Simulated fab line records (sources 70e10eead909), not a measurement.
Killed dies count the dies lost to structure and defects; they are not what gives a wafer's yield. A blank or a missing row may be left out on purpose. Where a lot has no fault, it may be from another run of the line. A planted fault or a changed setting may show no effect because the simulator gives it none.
fab line records ; flow nand-harc
record: lots: 6; wafers: 18; last-day: 33
route steps=1302 shown A_SOURCE_PLATE@418 A_ONON_D1@424
lots untouched by any fault: they come from a run of this same line in which no faults occurred
start-h: start of the lot's first displayed wafer, in hours after the record's first day ; wait-h: hours from the lot's prior step to this one ; " the same as in the row above ; L1.1+2: several wafers, shown together as one row ; - no value, or no start was given ; * or withheld: withheld ; < > ~ a bound
route shown NAME@n: names a module that has steps shown in the file, with the first one's number in the route ; usual: the fault-free wafers' mean and standard deviation ; same: alike in all rows ; chamber/n: place in a boat ; sites: the reading at each site ; _std_site: their standard deviation ; _edge_site: the outer-site mean with the inner-site mean subtracted ; radius-mm: how far each site lies from the wafer's centre ; mask NAME#n: copy n ; behind: the tool/chamber that last shaped the wafer ; hold: why the lot went on hold/how many hours it stayed there/how the hold came to an end ; device: names the non-switching transistor (n, p or np) ; end of line: the tests these same wafers got at the end of their route ; a step with no rows: only its recipe ; killed: the dies lost at the first sort to structure and to defects; this is not the yield of the wafer ; map: dies across one wafer; x = killed, . = not, _ = none there
set.NAME: the setting that was run; set.NAME@STEP: the one run at that earlier step ; model.NAME: the simulator's own value behind a step, which no gauge read
lots at selected steps of the route; one table per step, one row per wafer
services: a tool's chamber out of use, with start hour (start-h, from the record's first day; less than 0 if before it), hours out, and reason
== steps ==
step: NHARC_A_SOURCE_PLATE_CVD_03
recipe: target-thk-a: 2000; temp-c: 620; pressure-mtorr: 200; time-s: 4000; material: poly-Si
step: NHARC_A_SOURCE_PLATE_ANNEAL_05
recipe: temp-c: 850; time-s: 1800
step: NHARC_A_SOURCE_PLATE_THK_MEAS_06
recipe: thk-meas-gauge: ellipsometry
usual: thk-nm: 200.0/1.8
lot.wafer;tool;chamber;start-h;wait-h;thk-nm
L959.1;film-metro-01;-;242.74;0.4;198.4
L959.4;film-metro-01;-;242.74;0.4;198.9
L959.5;film-metro-01;-;242.74;0.4;202.1
L960.2;film-metro-01;-;248.70;0.4;200.7
L960.3;film-metro-01;-;248.70;0.4;200.8
L960.5;film-metro-01;-;248.70;0.4;203.9
L963.3;film-metro-02;-;288.05;0.4;199.3
L963.4;film-metro-02;-;288.05;0.4;197.1
L963.6;film-metro-02;-;288.05;0.4;198.7
L966.3;film-metro-02;-;307.45;0.4;199.2
L966.5;film-metro-02;-;307.45;0.4;198.4
L966.6;film-metro-02;-;307.45;0.4;195.2
L972.2;film-metro-01;-;373.99;0.4;198.8
L972.3;film-metro-01;-;373.99;0.4;199.1
L972.6;film-metro-01;-;373.99;0.4;200.2
L973.1;film-metro-02;-;388.61;0.4;201.4
L973.4;film-metro-02;-;388.61;0.4;199.8
L973.5;film-metro-02;-;388.61;0.4;202.0
step: NHARC_A_SOURCE_PLATE_INSPECT_08
usual: raw-defect-count: 59/25
lot.wafer;tool;chamber;start-h;wait-h;raw-defect-count
L959.1;defect-inspect-01;-;242.81;0.0;27
L959.4;defect-inspect-01;-;242.81;0.0;36
L959.5;defect-inspect-01;-;242.81;0.0;73
L960.2;defect-inspect-02;-;248.78;0.0;34
L960.3;defect-inspect-02;-;248.78;0.0;16
L960.5;defect-inspect-02;-;248.78;0.0;30
L963.3;defect-inspect-02;-;288.13;0.0;69
L963.4;defect-inspect-02;-;288.13;0.0;58
L963.6;defect-inspect-02;-;288.13;0.0;45
L966.3;defect-inspect-01;-;307.51;0.0;137
L966.5;defect-inspect-01;-;307.51;0.0;43
L966.6;defect-inspect-01;-;307.51;0.0;54
L972.2;defect-inspect-02;-;374.05;0.0;54
L972.3;defect-inspect-02;-;374.05;0.0;56
L972.6;defect-inspect-02;-;374.05;0.0;36
L973.1;defect-inspect-01;-;388.70;0.0;22
L973.4;defect-inspect-01;-;388.70;0.0;37
L973.5;defect-inspect-01;-;388.70;0.0;25
step: NHARC_A_ONON_D1_DEP_00
recipe: target-thk-a: 10000; n2-flow-sccm: 2750; n2o-flow-sccm: 2000; nh3-flow-sccm: 500; sih4-flow-sccm: 210; temp-c: 400
step: NHARC_A_ONON_D1_THK_MEAS_02
recipe: thk-meas-gauge: ellipsometry
usual: thk-nm: 1002/11
lot.wafer;tool;chamber;start-h;wait-h;thk-nm
L959.1;film-metro-02;-;243.39;-;1001
L959.4;film-metro-02;-;243.39;-;1001
L959.5;film-metro-02;-;243.39;-;1001
L960.2;film-metro-01;-;249.39;-;1002
L960.3;film-metro-01;-;249.39;-;1002
L960.5;film-metro-01;-;249.39;-;1003
L963.3;film-metro-02;-;288.71;-;1014
L963.4;film-metro-02;-;288.71;-;1014
L963.6;film-metro-02;-;288.71;-;1015
L966.3;film-metro-01;-;308.09;-;1005
L966.5;film-metro-01;-;308.09;-;1005
L966.6;film-metro-01;-;308.09;-;1007
L972.2;film-metro-01;-;374.63;-;1003
L972.3;film-metro-01;-;374.63;-;1006
L972.6;film-metro-01;-;374.63;-;1002
L973.1;film-metro-02;-;389.28;-;999
L973.4;film-metro-02;-;389.28;-;997
L973.5;film-metro-02;-;389.28;-;996
step: NHARC_A_ONON_D1_DEP_03
recipe: target-thk-a: 10000; n2-flow-sccm: 2750; n2o-flow-sccm: 2000; nh3-flow-sccm: 500; sih4-flow-sccm: 210; temp-c: 400
step: NHARC_A_ONON_D1_THK_MEAS_05
recipe: thk-meas-gauge: ellipsometry
usual: thk-nm: 1002/9.1
lot.wafer;tool;chamber;start-h;wait-h;thk-nm
L959.1;film-metro-02;-;243.95;-;1004
L959.4;film-metro-02;-;243.95;-;1005
L959.5;film-metro-02;-;243.95;-;1005
L960.2;film-metro-02;-;249.96;-;1010
L960.3;film-metro-02;-;249.96;-;1008
L960.5;film-metro-02;-;249.96;-;1009
L963.3;film-metro-01;-;289.27;-;1014
L963.4;film-metro-01;-;289.27;-;1014
L963.6;film-metro-01;-;289.27;-;1014
L966.3;film-metro-02;-;308.65;-;1020
L966.5;film-metro-02;-;308.65;-;1018
L966.6;film-metro-02;-;308.65;-;1020
L972.2;film-metro-01;-;375.20;-;997
L972.3;film-metro-01;-;375.20;-;999
L972.6;film-metro-01;-;375.20;-;998
L973.1;film-metro-02;-;389.85;-;986
L973.4;film-metro-02;-;389.85;-;985
L973.5;film-metro-02;-;389.85;-;987
step: NHARC_A_ONON_D1_DEP_06
recipe: target-thk-a: 10000; n2-flow-sccm: 2750; n2o-flow-sccm: 2000; nh3-flow-sccm: 500; sih4-flow-sccm: 210; temp-c: 400
step: NHARC_A_ONON_D1_THK_MEAS_08
recipe: thk-meas-gauge: ellipsometry
usual: thk-nm: 996/12
lot.wafer;tool;chamber;start-h;wait-h;thk-nm
L959.1;film-metro-01;-;244.52;-;991
L959.4;film-metro-01;-;244.52;-;994
L959.5;film-metro-01;-;244.52;-;993
L960.2;film-metro-02;-;250.52;-;1010
L960.3;film-metro-02;-;250.52;-;1012
L960.5;film-metro-02;-;250.52;-;1012
L963.3;film-metro-01;-;289.84;-;979
L963.4;film-metro-01;-;289.84;-;977
L963.6;film-metro-01;-;289.84;-;981
L966.3;film-metro-02;-;309.22;-;987
L966.5;film-metro-02;-;309.22;-;988
L966.6;film-metro-02;-;309.22;-;987
L972.2;film-metro-01;-;375.76;-;1002
L972.3;film-metro-01;-;375.76;-;1002
L972.6;film-metro-01;-;375.76;-;999
L973.1;film-metro-01;-;390.41;-;992
L973.4;film-metro-01;-;390.41;-;992
L973.5;film-metro-01;-;390.41;-;992
step: NHARC_A_ONON_D1_DEP_09
recipe: target-thk-a: 10000; n2-flow-sccm: 2750; n2o-flow-sccm: 2000; nh3-flow-sccm: 500; sih4-flow-sccm: 210; temp-c: 400
usual: n2o-flow-sccm: 2000/5.7
lot.wafer;tool;chamber;start-h;wait-h;n2o-flow-sccm
L959.1;pecvd-onon-03;0;244.57;0.1;2006
L959.4;pecvd-onon-03;0;244.57;0.1;1991
L959.5;pecvd-onon-03;0;244.57;0.1;2004
L960.2;pecvd-onon-03;0;250.64;0.1;1997
L960.3;pecvd-onon-03;0;250.64;0.1;1995
L960.5;pecvd-onon-03;0;250.64;0.1;1998
L963.3;pecvd-onon-02;0;290.01;0.2;1996
L963.4;pecvd-onon-02;0;290.01;0.2;1997
L963.6;pecvd-onon-02;0;290.01;0.2;1992
L966.3;pecvd-onon-02;0;309.39;0.2;1995
L966.5;pecvd-onon-02;0;309.39;0.2;1998
L966.6;pecvd-onon-02;0;309.39;0.2;2003
L972.2;pecvd-onon-03;0;375.88;0.1;2006
L972.3;pecvd-onon-03;0;375.88;0.1;2002
L972.6;pecvd-onon-03;0;375.88;0.1;1998
L973.1;pecvd-onon-02;0;390.47;0.1;2002
L973.4;pecvd-onon-02;0;390.47;0.1;2005
L973.5;pecvd-onon-02;0;390.47;0.1;2002
step: NHARC_A_ONON_D1_THK_MEAS_11
recipe: thk-meas-gauge: ellipsometry
usual: thk-nm: 996/9.8
lot.wafer;tool;chamber;start-h;wait-h;thk-nm
L959.1;film-metro-01;-;245.08;-;1061
L959.4;film-metro-01;-;245.08;-;1000
L959.5;film-metro-01;-;245.08;-;997
L960.2;film-metro-02;-;251.09;-;1064
L960.3;film-metro-02;-;251.09;-;1000
L960.5;film-metro-02;-;251.09;-;1000
L963.3;film-metro-02;-;290.40;-;982
L963.4;film-metro-02;-;290.40;-;982
L963.6;film-metro-02;-;290.40;-;980
L966.3;film-metro-02;-;309.79;-;993
L966.5;film-metro-02;-;309.79;-;993
L966.6;film-metro-02;-;309.79;-;994
L972.2;film-metro-01;-;376.33;-;986
L972.3;film-metro-01;-;376.33;-;985
L972.6;film-metro-01;-;376.33;-;984
L973.1;film-metro-02;-;390.98;-;990
L973.4;film-metro-02;-;390.98;-;991
L973.5;film-metro-02;-;390.98;-;990
step: NHARC_A_ONON_D1_DEP_12
recipe: target-thk-a: 10000; n2-flow-sccm: 2750; n2o-flow-sccm: 2000; nh3-flow-sccm: 500; sih4-flow-sccm: 210; temp-c: 400
== services ==
tool;chamber;start-h;hours;kind
pecvd-onon-03;-;227.00;13.0;pm
pecvd-onon-02;-;366.32;13.0;pm
== key ==
first-sign: step: NHARC_A_ONON_D1_THK_MEAS_11; reading: thk-nm; direction: up; sigmas: 6.8; usual: 996; struck: 1062
effect none on later readings
met-at NHARC_A_ONON_D1_DEP_09
struck-wafers L959.1,L960.2
sort-left-out L959.1,L960.2
tester-left-out L959,L960
fault: kind: process-parameter-drift; tool: pecvd-onon-03; chamber: -; onset-h: 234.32; steps: NHARC_A_ONON_D1_DEP_09; channel: target-thk-a; offset: *; shape: step; end-h: 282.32; scope: struck-wafers-only; acts-in: *; stated: *
tester-left-out: of these lots the tester's yield and bins aren't shown, on N5 and GAA mostly nor the transistor test; their killed dies are dies lost to structure and defects alone, not to doping, threshold or leakage, so they don't give the yield
sort-left-out: the simulated sort isn't trusted on such a fault, so these wafers' sort isn't shown, and their yield isn't known
